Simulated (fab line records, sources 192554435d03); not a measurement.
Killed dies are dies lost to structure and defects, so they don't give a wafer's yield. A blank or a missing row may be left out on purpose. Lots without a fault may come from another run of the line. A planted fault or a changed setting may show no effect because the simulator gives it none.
Chamber matching | flow n5_finfet | N5_BEOL_M0_DEP_125 on pecvd-01: 3 sister chambers
The step deposits SiCN from 3MS/NH3, target thk 8 nm, time 14 s. 3 wafers are shown with their chamber, then 12 later ones without.

WAFERS WITH THEIR CHAMBER
wafer  | chamber | throttle_valve_pct (%)
L090.4 | 2       | 8.3
L094.4 | 0       | 9.0
L094.5 | 1       | 9.3

WAFERS WITHOUT THEIR CHAMBER
wafer  | throttle_valve_pct (%)
L092.1 | 8.9
L092.2 | 8.5
L092.5 | 8.4
L096.1 | 9.4
L096.2 | 9.1
L096.3 | 8.2
L096.4 | 8.8
L096.5 | 8.3
L096.6 | 9.3
L097.2 | 9.7
L097.3 | 8.8
L097.5 | 9.5

WHICH CHAMBER EACH WENT THROUGH
wafer  | from the rows above          | in truth
L092.1 | can't be placed: 0 or 1      | 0
L092.2 | can't be placed: 2 or 0      | 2
L092.5 | 2                            | 2
L096.1 | can't be placed: 1 or 0      | 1
L096.2 | can't be placed: 0 or 1      | 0
L096.3 | 2                            | 2
L096.4 | can't be placed: 0 or 1 or 2 | 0
L096.5 | 2                            | 2
L096.6 | can't be placed: 1 or 0      | 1
L097.2 | can't be placed: 1 or 0      | 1
L097.3 | can't be placed: 0 or 1 or 2 | 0
L097.5 | can't be placed: 1 or 0      | 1
Placed correctly: 3 of 12. Can't be placed from these rows: 9 (the true chamber is among the candidates in 9). Placed wrongly: 0.
How it was worked out, from the rows above alone: a wafer's distance from a chamber is the root of the sum, over the readings, of the square of ((its reading less the chamber's mean) divided by the reading's scatter). The wafer belongs to the nearest chamber; if the next one is less than 2 further off, it can't be placed. A chamber's mean is the mean of its shown wafers. The scatter: with one shown wafer a chamber, the root of the mean of the squares of how far each hidden wafer lies from its nearest shown one.
